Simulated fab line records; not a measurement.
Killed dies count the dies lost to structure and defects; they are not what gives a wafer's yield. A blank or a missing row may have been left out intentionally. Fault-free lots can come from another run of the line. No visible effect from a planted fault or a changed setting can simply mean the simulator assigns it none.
Matching of chambers ; flow n5_finfet ; 4 sister chambers for N5_MOL_CONTACT_COAG_DESCUM_45 on rie_diel-01
The step chemistry O2, time 7 s. 8 wafers are shown with their chamber, then 7 later ones without.

WAFERS, EACH WITH ITS CHAMBER
wafer;chamber;showerhead_plenum_p_Torr (Torr);drypump_motor_current_A (A)
L074.4;3;2.05;6.2
L075.4;1;2.04;5.3
L078.2;3;2.04;6.2
L078.3;2;2.06;5.6
L079.4;1;2.04;5.3
L079.5;0;2.22;5.2
L089.1;0;2.21;5.2
L089.3;2;2.05;5.5

WAFERS MISSING THEIR CHAMBER
wafer;showerhead_plenum_p_Torr (Torr);drypump_motor_current_A (A)
L089.6;2.03;6.1
L091.3;2.05;5.5
L091.4;2.05;5.6
L091.6;2.21;5.2
L094.2;2.21;5.2
L094.4;2.03;5.3
L094.5;2.05;5.6

EACH ONE'S CHAMBER
wafer;from the rows above;in truth
L089.6;3;3
L091.3;2;2
L091.4;2;2
L091.6;0;0
L094.2;0;0
L094.4;1;1
L094.5;2;2
Correct placement for 7 of the 7. Not placeable from these rows: 0. Wrongly placed: 0.
How it was worked out, from the rows above alone: a wafer's distance from a chamber is the root of the sum, over the readings, of the square of ((its reading less the chamber's mean) divided by the reading's scatter). If the next closest chamber is less than 2 further off than the closest, the wafer can't be placed; otherwise it belongs to the closest. A chamber's mean is the mean of its shown wafers. The scatter: the root of (the sum of the squares of (reading less its chamber's mean) over the shown wafers, divided by (wafers less chambers)).
